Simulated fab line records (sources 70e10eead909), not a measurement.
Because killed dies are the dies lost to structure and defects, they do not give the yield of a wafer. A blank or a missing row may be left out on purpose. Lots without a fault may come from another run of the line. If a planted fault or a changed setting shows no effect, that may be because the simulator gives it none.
fab line records -- flow nand-harc
record lots=13, wafers=39, last-day=25
route steps=1159 shown A_STAIRCASE@743 A_SGD_CUT@747 END@1159
lots that met no fault: taken from a fault-free run of the same line
start-h: hours from the record's first day to the start of the lot's first wafer shown -- wait-h: hours from the lot's prior step to this one -- " same as the row above -- L1.1+2: a row that stands for several wafers -- - no value, or no start was given -- * or withheld: withheld -- < > ~ a bound
route shown NAME@n: a module of which the file shows steps, and the number in the route of the first -- usual: mean/standard deviation of fault-free wafers -- same: alike in all rows -- chamber/n: place in a boat -- sites: readings site by site -- _std_site: standard deviation of those values -- _edge_site: inner sites' mean taken away from outer sites' mean -- radius-mm: for every site, how far away it sits from the centre of the wafer -- mask NAME#n: copy n -- behind: the last tool/chamber to shape the wafer -- hold: cause of the lot's hold/its duration in hours/its outcome -- device: transistor that didn't switch, given as n, p or np -- end of line: the same wafers' tests at the end of the route -- a step without rows: its recipe alone -- killed: dies that structure and defects cost at the first sort, which is not the same as the wafer's yield -- map: the dies of a wafer, with x for killed, . for not killed, _ for no die there
set.NAME: the setting as run; set.NAME@STEP: as run at that earlier step -- model.NAME: the simulator's own value behind a step, which no gauge read
a sample of lots followed through the steps of the route, with each step as a table and each wafer as a row
services: from which hour (start-h, from the record's first day; less than 0 if before it) a tool's chamber was out of use, for how many hours, and why
## steps
# step NHARC_A_STAIRCASE_CMP_472
# recipe material=SiO2
# usual motor-current-A=12.1/1.2
lot.wafer,tool,chamber,start-h,wait-h,motor-current-A
L878.1,cmp-04,1,313.33,0.2,13.5
L878.2,cmp-04,2,313.33,0.2,11.6
L878.5,cmp-04,2,313.33,0.2,11.3
L879.1,cmp-02,3,313.83,0.2,10.9
L879.4,cmp-02,1,313.83,0.2,11.6
L879.6,cmp-02,3,313.83,0.2,10.4
L880.3,cmp-01,1,322.72,0.2,12.1
L880.4,cmp-01,2,322.72,0.2,11.5
L880.5,cmp-01,2,322.72,0.2,12.5
L881.4,cmp-01,3,324.11,0.1,10.0
L881.5,cmp-01,3,324.11,0.1,9.9
L881.6,cmp-01,0,324.11,0.1,13.1
L883.1,cmp-02,0,328.86,0.2,11.0
L883.4,cmp-02,2,328.86,0.2,12.2
L883.5,cmp-02,0,328.86,0.2,10.8
L886.2,cmp-02,0,361.87,0.2,11.1
L886.1,cmp-02,1,361.87,0.2,11.3
L886.4,cmp-02,2,361.87,0.2,13.0
L889.1,cmp-01,2,364.42,0.3,13.2
L889.4,cmp-01,0,364.42,0.3,13.3
L889.5,cmp-01,1,364.42,0.3,11.8
L892.3,cmp-02,2,385.39,0.2,12.9
L892.1,cmp-02,1,385.39,0.2,10.7
L892.5,cmp-02,2,385.39,0.2,12.9
L891.1,cmp-01,3,385.44,0.3,10.1
L891.6,cmp-01,0,385.44,0.3,12.4
L891.5,cmp-01,1,385.44,0.3,11.7
L894.1,cmp-04,1,414.98,0.2,13.7
L894.3,cmp-04,2,414.98,0.2,11.6
L894.6,cmp-04,3,414.98,0.2,13.5
L896.3,cmp-01,0,417.42,0.3,13.0
L896.2,cmp-01,2,417.42,0.3,12.4
L896.1,cmp-01,3,417.42,0.3,10.4
L901.3,cmp-02,3,431.74,0.3,11.1
L901.4,cmp-02,1,431.74,0.3,11.1
L901.6,cmp-02,2,431.74,0.3,13.0
L900.3,cmp-02,1,432.29,0.2,11.1
L900.2,cmp-02,2,432.29,0.2,12.2
L900.1,cmp-02,0,432.29,0.2,11.0
# step NHARC_A_SGD_CUT_DEP_00
# recipe target-thk-a=500, temp-c=400, target-thk-nm=50, flow-sccm=200, rf-w=450, material=SiNx
# usual heater-power-outer-w=418/60, heater-power-w=703/96, susceptor-temp-C=399.99/0.22
lot.wafer,tool,chamber,start-h,wait-h,heater-power-outer-w,heater-power-w,susceptor-temp-C
L878.2,pecvd-02,0,313.74,0.1,413,725,399.85
L878.1,pecvd-02,2,313.74,0.1,468,764,400.22
L878.5,pecvd-02,0,313.74,0.1,419,715,399.97
L879.1,pecvd-02,1,314.25,0.1,377,619,400.17
L879.6,pecvd-02,1,314.25,0.1,366,608,400.27
L879.4,pecvd-02,2,314.25,0.1,508,841,400.17
L880.3,pecvd-02,0,323.16,0.1,422,738,399.97
L880.4,pecvd-02,2,323.16,0.1,514,813,399.73
L880.5,pecvd-02,1,323.16,0.1,375,609,400.30
L881.4,pecvd-04,2,324.62,0.2,397,680,400.10
L881.5,pecvd-04,0,324.62,0.2,403,715,399.32
L881.6,pecvd-04,1,324.62,0.2,376,635,400.15
L883.1,pecvd-02,1,329.33,0.1,372,590,399.99
L883.5,pecvd-02,2,329.33,0.1,407,703,399.85
L883.4,pecvd-02,1,329.33,0.1,379,604,399.72
L886.1,pecvd-02,1,362.28,0.1,302,521,399.79
L886.2,pecvd-02,0,362.28,0.1,528,892,400.03
L886.4,pecvd-02,0,362.28,0.1,536,899,399.91
L889.1,pecvd-04,2,364.80,0.1,465,776,399.85
L889.4,pecvd-04,2,364.80,0.1,471,761,400.02
L889.5,pecvd-04,1,364.80,0.1,365,625,399.61
L891.1,pecvd-02,2,385.83,0.1,491,806,400.08
L891.5,pecvd-02,0,385.83,0.1,465,789,399.64
L891.6,pecvd-02,2,385.83,0.1,485,794,400.16
L892.3,pecvd-02,1,385.97,0.2,308,512,400.00
L892.1,pecvd-02,2,385.97,0.2,446,720,400.03
L892.5,pecvd-02,0,385.97,0.2,455,803,399.89
L894.1,pecvd-02,0,415.34,0.1,517,857,399.80
L894.3,pecvd-02,1,415.34,0.1,360,583,400.30
L894.6,pecvd-02,1,415.34,0.1,359,573,400.15
L896.1,pecvd-02,1,418.10,0.3,331,529,400.15
L896.2,pecvd-02,2,418.10,0.3,493,803,399.89
L896.3,pecvd-02,0,418.10,0.3,466,811,400.09
L901.3,pecvd-03,2,432.37,0.3,425,694,400.67
L901.4,pecvd-03,2,432.37,0.3,413,687,400.32
L901.6,pecvd-03,0,432.37,0.3,332,580,400.09
L900.1,pecvd-03,1,432.70,0.1,382,657,399.61
L900.3,pecvd-03,2,432.70,0.1,386,679,400.00
L900.2,pecvd-03,0,432.70,0.1,302,531,399.54
# step NHARC_A_SGD_CUT_ETCH_59
# recipe target-depth-a=2600, over-etch-frac=0.25, time-s=406.25, ion-energy-ev=200, n2-flow-sccm=150, h2-flow-sccm=150, ar-flow-sccm=0, rf-w=400, bias-w=150, chemistry=N2/H2
# usual bias-w=150.1/0.42, drypump-motor-current-A=5.6/0.55, oes-product-au=0.997/0.013, over-etch-frac=0.25/0, rf-vpp-V=430.6/2.2, showerhead-plenum-p-Torr=2.05/0.073, throttle-valve-pct=14.172/0.0087
lot.wafer,tool,chamber,start-h,wait-h,bias-w,drypump-motor-current-A,oes-product-au,over-etch-frac,rf-hours-counter-h,rf-vpp-V,showerhead-plenum-p-Torr,throttle-valve-pct
L878.2,rie-diel-10,0,314.86,-,150.7,5.9,0.999,0.25,9,428.0,2.00,14.172
L878.1,rie-diel-10,1,314.86,-,150.2,4.7,0.994,0.25,7,431.8,2.11,14.177
L878.5,rie-diel-10,0,314.86,-,150.1,5.9,1.009,0.25,-,428.6,2.00,14.159
L879.1,rie-diel-13,2,315.20,-,151.4,5.8,0.996,0.25,3,426.8,1.90,14.171
L879.4,rie-diel-13,3,315.20,-,150.5,5.3,0.990,0.25,-,431.2,2.05,14.165
L879.6,rie-diel-13,0,315.20,-,150.3,5.6,0.992,0.25,-,431.4,2.10,14.158
L880.3,rie-diel-13,1,324.25,-,150.0,5.7,0.989,0.25,3,429.2,2.02,14.159
L880.4,rie-diel-13,2,324.25,-,150.1,5.8,0.992,0.25,4,427.2,1.90,14.150
L880.5,rie-diel-13,0,324.25,-,150.2,5.6,0.976,0.25,-,432.7,2.10,14.181
L881.6,rie-diel-10,3,325.77,-,150.1,5.9,0.987,0.25,-,431.4,2.10,14.163
L881.4,rie-diel-10,0,325.77,-,149.9,5.9,1.014,0.25,-,429.7,2.00,14.185
L881.5,rie-diel-10,1,325.77,-,150.1,4.7,0.984,0.25,-,432.5,2.11,14.175
L883.4,rie-diel-13,3,330.36,-,150.5,5.3,0.987,0.25,4,429.0,2.05,14.171
L883.1,rie-diel-13,2,330.36,-,149.0,5.8,0.985,0.25,4,426.6,1.90,14.179
L883.5,rie-diel-13,3,330.36,-,150.3,5.3,0.996,0.25,-,430.5,2.05,14.172
L886.1,rie-diel-10,1,363.27,-,150.2,4.7,0.969,0.45655,0,432.4,2.11,14.163
L886.2,rie-diel-10,2,363.27,-,149.9,6.7,0.973,0.45655,0,430.5,2.09,14.169
L886.4,rie-diel-10,3,363.27,-,149.7,5.9,0.994,0.45655,0,430.9,2.10,14.153
L889.4,rie-diel-10,0,365.89,-,149.7,5.9,1.003,0.45655,1,429.1,2.00,14.160
L889.1,rie-diel-10,1,365.89,-,149.9,4.7,0.980,0.45655,0,434.1,2.11,14.164
L889.5,rie-diel-10,1,365.89,-,150.1,4.7,0.968,0.45655,-,432.7,2.11,14.175
L891.1,rie-diel-09,3,386.92,-,150.2,4.9,1.001,0.25,14,431.1,2.04,14.179
L891.6,rie-diel-09,1,386.92,-,149.9,5.9,1.004,0.25,-,430.5,2.06,14.153
L891.5,rie-diel-09,2,386.92,-,150.2,5.9,1.008,0.25,-,426.6,1.90,14.174
L892.3,rie-diel-13,2,387.08,-,150.2,5.8,0.984,0.25,10,426.2,1.90,14.161
L892.1,rie-diel-13,3,387.08,-,149.9,5.3,0.996,0.25,10,430.7,2.05,14.178
L892.5,rie-diel-13,0,387.08,-,150.3,5.6,0.988,0.25,-,431.4,2.10,14.161
L894.3,rie-diel-09,2,416.46,-,150.3,5.9,1.009,0.25,17,426.1,1.90,14.177
L894.1,rie-diel-09,0,416.46,-,150.0,5.5,1.014,0.25,19,433.0,2.13,14.160
L894.6,rie-diel-09,2,416.46,-,149.4,5.9,0.999,0.25,-,426.6,1.90,14.173
L896.3,rie-diel-09,3,419.22,-,150.0,4.9,1.005,0.25,17,431.5,2.04,14.158
L896.1,rie-diel-09,0,419.22,-,150.0,5.4,1.007,0.25,19,433.9,2.13,14.145
L896.2,rie-diel-09,1,419.22,-,149.4,5.9,0.980,0.25,20,430.3,2.06,14.165
L901.3,rie-diel-13,2,433.43,-,149.9,5.8,0.988,0.25,14,425.8,1.90,14.167
L901.6,rie-diel-13,0,433.43,-,149.5,5.6,0.990,0.25,-,434.0,2.10,14.173
L901.4,rie-diel-13,2,433.43,-,150.2,5.8,0.992,0.25,-,426.9,1.90,14.170
L900.1,rie-diel-13,2,433.92,-,151.0,5.8,0.995,0.25,14,427.3,1.90,14.184
L900.3,rie-diel-13,3,433.92,-,149.8,5.3,0.990,0.25,14,430.0,2.04,14.167
L900.2,rie-diel-13,0,433.92,-,150.2,5.5,0.986,0.25,14,431.3,2.10,14.170
# step NHARC_A_SGD_CUT_THK_MEAS_22
# recipe thk-meas-gauge=ellipsometry
# usual thk-nm=148.0/1.5
lot.wafer,tool,chamber,start-h,wait-h,thk-nm
L879.1,film-metro-02,-,321.01,0.2,151.3
L879.4,film-metro-02,-,321.01,0.2,149.6
L879.6,film-metro-02,-,321.01,0.2,148.2
L878.1,film-metro-01,-,321.01,0.2,148.2
L878.2,film-metro-01,-,321.01,0.2,146.2
L878.5,film-metro-01,-,321.01,0.2,147.5
L880.3,film-metro-01,-,330.13,0.2,144.3
L880.4,film-metro-01,-,330.13,0.2,149.2
L880.5,film-metro-01,-,330.13,0.2,146.2
L881.4,film-metro-02,-,330.14,0.2,147.4
L881.5,film-metro-02,-,330.14,0.2,146.2
L881.6,film-metro-02,-,330.14,0.2,147.8
L883.1,film-metro-02,-,337.71,0.2,148.5
L883.4,film-metro-02,-,337.71,0.2,147.2
L883.5,film-metro-02,-,337.71,0.2,147.9
L886.1,film-metro-01,-,369.03,0.2,146.5
L886.2,film-metro-01,-,369.03,0.2,145.8
L886.4,film-metro-01,-,369.03,0.2,146.2
L889.1,film-metro-01,-,369.18,0.2,146.3
L889.4,film-metro-01,-,369.18,0.2,146.8
L889.5,film-metro-01,-,369.18,0.2,147.5
L892.1,film-metro-01,-,392.41,0.2,147.0
L892.3,film-metro-01,-,392.41,0.2,149.3
L892.5,film-metro-01,-,392.41,0.2,145.4
L891.1,film-metro-02,-,392.41,0.2,146.4
L891.5,film-metro-02,-,392.41,0.2,149.8
L891.6,film-metro-02,-,392.41,0.2,147.6
L894.1,film-metro-01,-,422.58,0.2,146.5
L894.3,film-metro-01,-,422.58,0.2,150.3
L894.6,film-metro-01,-,422.58,0.2,149.2
L896.1,film-metro-01,-,422.73,0.2,152.5
L896.2,film-metro-01,-,422.73,0.2,153.4
L896.3,film-metro-01,-,422.73,0.2,148.2
L901.3,film-metro-02,-,439.14,0.2,147.0
L901.4,film-metro-02,-,439.14,0.2,147.7
L901.6,film-metro-02,-,439.14,0.2,149.2
L900.1,film-metro-01,-,439.14,0.2,146.9
L900.2,film-metro-01,-,439.14,0.2,146.3
L900.3,film-metro-01,-,439.14,0.2,147.4
# step NHARC_END_SORT_01
# recipe temp-c=25
# usual killed-at-array=28/11, killed-at-other=0.8/1.1, killed-at-periphery=3.3/2.8, killed-dies=32/11, killed-open=3.3/1.9, killed-short=1.9/1.4
# same gross-dies=677
lot.wafer,tool,chamber,start-h,wait-h,killed-at-array,killed-at-other,killed-at-periphery,killed-dies,killed-open,killed-short
L889.1,prober-01,0,510.22,2.5,27,1,3,31,6,3
L889.4,prober-01,0,512.60,3.4,30,0,1,31,2,7
L889.5,prober-01,0,513.39,3.7,31,0,3,34,5,1
L891.1,prober-01,0,518.07,2.6,37,0,2,39,2,5
L891.5,prober-01,0,521.28,3.7,39,0,9,48,3,3
L891.6,prober-01,0,522.09,4.0,36,0,6,42,2,3
L894.1,prober-01,0,553.10,2.5,18,0,1,19,1,2
L894.3,prober-01,0,554.73,3.1,9,0,3,12,4,1
L894.6,prober-01,0,557.17,4.1,14,0,1,15,1,1
L900.1,prober-01,0,568.77,2.5,21,0,3,24,3,1
L900.2,prober-01,0,569.57,2.8,23,0,3,26,1,2
L900.3,prober-01,0,570.37,3.1,29,0,4,33,4,3
# killed by level:class
L889.1 A_SLIT:chamber-film-flake=9 A_STAIRCASE:chamber-film-flake=6 A_WL_FILL:chamber-film-flake=4 P_CONTACT:geometric-particle:open=2 A_CHANNEL_FILL_D1:geometric-particle:short=2 A_CONTACT:geometric-particle:open=2 A_CONTACT:chamber-film-flake=2 P_M2:geometric-particle:open=1
L889.4 A_SLIT:chamber-film-flake=10 A_ONON_D1:geometric-particle:short=4 A_CHANNEL_HOLE_D1:chamber-film-flake=3 A_SGD_CUT:chamber-film-flake=3 A_WL_FILL:chamber-film-flake=3 A_WL_FILL:geometric-particle:short=2 A_CHANNEL_FILL_D1:geometric-particle:open=1 A_CONTACT:geometric-particle:open=1
L889.5 A_SLIT:chamber-film-flake=15 A_STAIRCASE:chamber-film-flake=4 A_CHANNEL_HOLE_D1:chamber-film-flake=3 A_CONTACT:chamber-film-flake=3 P_M0:geometric-particle:open=2 A_CONTACT:geometric-particle:open=2 A_WL_FILL:chamber-film-flake=2 P_CONTACT:geometric-particle:open=1
L891.1 A_CHANNEL_HOLE_D1:chamber-film-flake=21 A_SLIT:chamber-film-flake=11 A_ONON_D1:geometric-particle:short=3 P_CONTACT:geometric-particle:open=1 P_M1:geometric-particle:open=1 A_CHANNEL_HOLE_D1:geometric-particle:short=1 A_WL_FILL:geometric-particle:short=1
L891.5 A_CHANNEL_HOLE_D1:chamber-film-flake=25 P_ZERO_WELL:chamber-film-flake=5 A_SLIT:chamber-film-flake=5 A_STAIRCASE:chamber-film-flake=3 A_CONTACT:geometric-particle:open=2 P_STI:chamber-film-flake=2 P_M0:geometric-particle:open=1 A_SOURCE_PLATE:geometric-particle:short=1
L891.6 A_CHANNEL_HOLE_D1:chamber-film-flake=15 A_SLIT:chamber-film-flake=10 A_STAIRCASE:chamber-film-flake=4 P_M1:chamber-film-flake=3 A_CONTACT:geometric-particle:open=2 P_ZERO_WELL:chamber-film-flake=2 A_CHANNEL_FILL_D1:chamber-film-flake=2 A_WL_FILL:geometric-particle:short=1
L894.1 A_CONTACT:chamber-film-flake=14 A_ONON_D1:geometric-particle:short=1 A_CONTACT:geometric-particle:short=1 A_M0:geometric-particle:open=1 P_STI:chamber-film-flake=1 A_CHANNEL_HOLE_D1:chamber-film-flake=1
L894.3 A_CHANNEL_HOLE_D1:chamber-film-flake=3 A_CHANNEL_FILL_D1:geometric-particle:open=2 P_STI:chamber-film-flake=2 A_CONTACT:chamber-film-flake=2 P_CONTACT:geometric-particle:open=1 A_WL_FILL:geometric-particle:short=1 A_CONTACT:geometric-particle:open=1
L894.6 A_CHANNEL_HOLE_D1:chamber-film-flake=6 A_WL_FILL:chamber-film-flake=2 A_CONTACT:chamber-film-flake=2 A_WL_FILL:geometric-particle:short=1 A_CONTACT:geometric-particle:open=1 P_STI:chamber-film-flake=1 A_STAIRCASE:chamber-film-flake=1 A_SLIT:chamber-film-flake=1
L900.1 A_CONTACT:chamber-film-flake=11 A_CHANNEL_HOLE_D1:chamber-film-flake=7 P_CONTACT:geometric-particle:open=2 A_CHANNEL_FILL_D1:geometric-particle:short=1 A_M0:geometric-particle:open=1 P_ZERO_WELL:chamber-film-flake=1 A_STAIRCASE:chamber-film-flake=1
L900.2 A_CHANNEL_HOLE_D1:chamber-film-flake=9 A_CONTACT:chamber-film-flake=5 A_STAIRCASE:chamber-film-flake=4 P_ZERO_WELL:chamber-film-flake=3 A_CHANNEL_HOLE_D1:geometric-particle:short=1 A_CONTACT:geometric-particle:open=1 A_CONTACT:geometric-particle:short=1 A_CHANNEL_FILL_D1:chamber-film-flake=1
L900.3 A_CONTACT:chamber-film-flake=13 A_STAIRCASE:chamber-film-flake=5 A_CONTACT:geometric-particle:open=4 P_ZERO_WELL:chamber-film-flake=3 A_CHANNEL_FILL_D1:geometric-particle:short=2 A_CHANNEL_HOLE_D1:chamber-film-flake=2 A_SLIT:chamber-film-flake=2 A_SGD_CUT:geometric-particle:short=1
## services
tool,chamber,start-h,hours,kind
pecvd-03,-,292.48,13.0,pm
cmp-04,-,301.11,4.0,pm
rie-diel-10,2,309.88,47.2,repair
rie-diel-13,1,314.74,4.5,repair
cmp-02,-,324.65,4.0,pm
rie-diel-13,0,331.38,6.9,repair
pecvd-02,-,334.59,13.0,pm
pecvd-02,0,334.59,13.0,vent-cycle
pecvd-02,1,334.59,13.0,vent-cycle
pecvd-02,2,334.59,13.0,vent-cycle
cmp-02,-,340.43,1.0,repair
pecvd-02,0,347.59,-,clean
pecvd-02,1,347.59,-,clean
rie-diel-09,-,350.58,1.1,repair
rie-diel-10,-,353.50,9.0,pm
cmp-04,-,357.44,0.5,repair
cmp-01,-,375.50,4.0,pm
pecvd-04,-,376.41,13.0,pm
rie-diel-10,1,397.67,4.3,repair
cmp-04,-,399.11,4.0,pm
rie-diel-13,1,422.44,14.9,repair
cmp-04,-,422.64,2.6,repair
cmp-02,-,422.65,4.0,pm
rie-diel-09,-,431.10,9.0,pm
## key
first-sign step=NHARC_A_SGD_CUT_ETCH_59, reading=over-etch-frac, direction=up, sigmas=99+, usual=0.25, struck=0.45655
effect none on later readings
met-at NHARC_A_SGD_CUT_ETCH_59
struck-lots L886,L889
tester-left-out L886,L889
not-acting-at NHARC_A_STAIRCASE_CMP_472,NHARC_A_SGD_CUT_DEP_00,NHARC_A_SGD_CUT_THK_MEAS_22
onset-between 325.77 363.27
fault kind=process-parameter-drift, tool=rie-diel-10, chamber=-, onset-h=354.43, steps=NHARC_A_SGD_CUT_ETCH_59, channel=over-etch-frac, offset=0.20655, shape=step, end-h=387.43, acts-in=these-recipes-only, stated=0.25
# tester-left-out: of these lots the tester's yield and bins aren't shown, on N5 and GAA mostly nor the transistor test; their killed dies are dies lost to structure and defects alone, not to doping, threshold or leakage, so they don't give the yield
